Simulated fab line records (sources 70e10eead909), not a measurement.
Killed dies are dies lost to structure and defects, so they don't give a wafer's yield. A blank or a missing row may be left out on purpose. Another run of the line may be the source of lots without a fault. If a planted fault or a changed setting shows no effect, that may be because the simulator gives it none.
Comparing a struck lot with a sound one	flow nand_harc	43 steps out of a route of 1159
Sound: the wafers L420.1, L420.2, L420.3. The struck wafers were L427.2, L427.3, L427.4. The cause is given at the end.
Order at every step that has rows: each side's tool, ch and its chambers, its first start. Under that, the readings that differ: sound wafers	struck wafers	difference of the means	sigmas: that difference in standard deviations of wafers without a fault.
alike: readings with means less than 2 such deviations apart, plus words and numbers identical on both sides. not compared: withheld readings, readings lacking a value on some wafer, bounds such as >300 that could conceal the same value, and numbers that have no deviation in the record and whose values overlap.
The two part at a step that has a row with sigmas, a row that says differs or no value, or rows on one side only. Numbers that have no deviation but don't overlap get no sigmas and don't part them. A reading that every wafer of one side lacks parts them only if that side has two wafers or more.

first, 2 steps without rows for these wafers: NHARC_A_CONTACT_PEB_67 (peb time 65 s); NHARC_A_CONTACT_DEVELOP_68 (develop time 35 s).
NHARC_A_CONTACT_CD_MEAS_69 targets a cd of 200 nm.
  sound on cd_sem-01 ch 0, day 17 11:32; struck on cd_sem-02 ch 0, day 19 20:54
  alike: cd_nm
NHARC_A_CONTACT_OVL_MEAS_70:
  sound on overlay-02, day 17 11:37; struck on overlay-01, day 19 20:59
  alike: overlay_x_nm, overlay_y_nm
NHARC_A_CONTACT_INSPECT_71:
  sound on defect_inspect-02, day 17 11:40; struck on defect_inspect-01, day 19 21:02
  alike: raw_defect_count
NHARC_A_CONTACT_DESCUM_74: chemistry O2, time 3 s.
  sound on rie_diel-12 ch 0,1,3, day 17 11:48; struck on rie_diel-12 ch 2,3, day 19 21:07
  alike: drypump_motor_current_A, mfc_ar_sccm, oes_product_au, rf_vpp_V, showerhead_plenum_p_Torr, throttle_valve_pct
  not compared: rf_hours_counter_h
then, 3 steps without rows for these wafers: NHARC_A_CONTACT_ETCH_75 (etches the open film in CF4, target depth 39 nm, time 65 s); NHARC_A_CONTACT_ETCH_76 (etches the open film in N2/H2, target depth 260 nm, time 475.3 s); NHARC_A_CONTACT_ETCH_77 (etches the open film in CF4/CHF3, target depth 72.6 nm, time 36.3 s).
NHARC_A_CONTACT_ETCH_78: etches the open film in O2/COS, target depth 2800 nm, time 728 s.
  sound: rie_diel-12 ch 0,1,3; struck: rie_diel-12 ch 0,1,3
reading	sound	struck	difference	sigmas
rf_hours_counter_h (h)	2 2 2	14 13 9	+10	
  alike: drypump_motor_current_A, mfc_ar_sccm, oes_product_au, rf_vpp_V, showerhead_plenum_p_Torr, throttle_valve_pct
then, 2 steps without rows for these wafers: NHARC_A_CONTACT_ETCH_124 (etches the open film in C4F8/O2/Ar, time 140 s, target depth 700 nm); NHARC_A_CONTACT_ETCH_125 (etches the open film in C4F8/O2/Ar, time 155 s, target depth 956 nm).
NHARC_A_CONTACT_ETCH_126: etches the open film in C4F8/O2/Ar, time 155 s, target depth 956 nm.
  sound on har_cap_etch-03 ch 0,1, day 17 13:25; struck on har_cap_etch-02 ch 0,1, day 19 22:40
  not compared: rf_hours_counter_h
then, 3 steps without rows for these wafers: NHARC_A_CONTACT_ETCH_127 (etches the open film in C4F8/O2/Ar, time 155 s, target depth 956 nm); NHARC_A_CONTACT_ETCH_128 (etches the open film in C4F8/O2/Ar, time 155 s, target depth 956 nm); NHARC_A_CONTACT_ETCH_129 (etches the open film in C4F8/O2/Ar, time 155 s, target depth 956 nm).
NHARC_A_CONTACT_ETCH_130: etches the open film in C4F8/O2/Ar, time 155 s, target depth 956 nm.
  sound on har_cap_etch-03 ch 0,1, day 17 14:10; struck on har_cap_etch-02 ch 0,1, day 19 23:14
  not compared: rf_hours_counter_h
NHARC_A_CONTACT_ETCH_131: etches the open film in C4F8/O2/Ar, time 155 s, target depth 956 nm.
  sound on har_cap_etch-03 ch 0,1, day 17 14:21; struck on har_cap_etch-02 ch 0,1, day 19 23:22
  not compared: rf_hours_counter_h
then, 4 steps without rows for these wafers: NHARC_A_CONTACT_ETCH_132 (etches the open film in C4F8/O2/Ar, time 156 s, target depth 958 nm); NHARC_A_CONTACT_ETCH_133 (etches the open film in C4F8/O2/Ar, time 195 s, target depth 840 nm); NHARC_A_CONTACT_ETCH_91 (etches the open film in CH3F/O2, target depth 40 nm, time 85.7 s); NHARC_A_CONTACT_ETCH_97 (etches the open film in C4F6/O2, target depth 20 nm, time 10 s).
NHARC_A_CONTACT_CD_MEAS_80:
  sound on cd_sem-03, day 17 15:47; struck on cd_sem-02, day 20 00:31
  alike: cd_nm
then, 7 steps without rows for these wafers: NHARC_A_CONTACT_STRIP_103 (strips in N2/H2); NHARC_A_CONTACT_STRIP_104 (strips in CF4/CHF3); NHARC_A_CONTACT_STRIP_105 (strips in O2/COS); NHARC_A_CONTACT_ETCH_106 (etches the open film in CF4/O2, target depth 60 nm, overetch 6 nm, time 33 s); NHARC_A_CONTACT_STRIP_82 (strips in O2); NHARC_A_CONTACT_STRIP_83 (strips in post etch residue remover, time 600 s); NHARC_A_CONTACT_DEP_84 (deposits aC, target thk 2000 nm).
NHARC_A_CONTACT_DEP_85: deposits SiON, target thk 50 nm.
  sound on pecvd-03 ch 0,1,2, day 17 18:01; struck on pecvd-04 ch 0,1, day 20 03:36
  alike: heater_power_w
then, 10 steps without rows for these wafers: NHARC_A_CONTACT_DEHYDRATE_00 (time 120 s); NHARC_A_CONTACT_HMDS_01 (time 30 s); NHARC_A_CONTACT_COAT_86 (time 75 s); NHARC_A_CONTACT_COAT_87 (time 65 s); NHARC_A_CONTACT_COAT_02 (resist thk 90 nm); NHARC_A_CONTACT_SOFTBAKE_03 (time 55 s); NHARC_A_CONTACT_EBR_04; NHARC_A_CONTACT_EXPOSE_05 (exposes mask A CC); NHARC_A_CONTACT_PEB_06 (peb time 65 s); NHARC_A_CONTACT_DEVELOP_07 (develop time 35 s).
NHARC_A_CONTACT_CD_MEAS_08 targets a cd of 100 nm.
  sound on cd_sem-03 ch 0, day 17 18:44; struck on cd_sem-01 ch 0, day 20 04:17
  alike: cd_nm
-- the record jumps here: 2 days lie between the struck wafers' starts before and after (it left off in module A_CONTACT and takes up again in module END, whose first step shown is number 1159 of the route) --
NHARC_END_SORT_01:
  here the record holds rows for the struck wafers (prober-01 ch 0, day 22 11:11) but none for the sound ones

WHERE THEY PART
Within this record, at NHARC_END_SORT_01 only.

WHY: what had been put in by the simulator
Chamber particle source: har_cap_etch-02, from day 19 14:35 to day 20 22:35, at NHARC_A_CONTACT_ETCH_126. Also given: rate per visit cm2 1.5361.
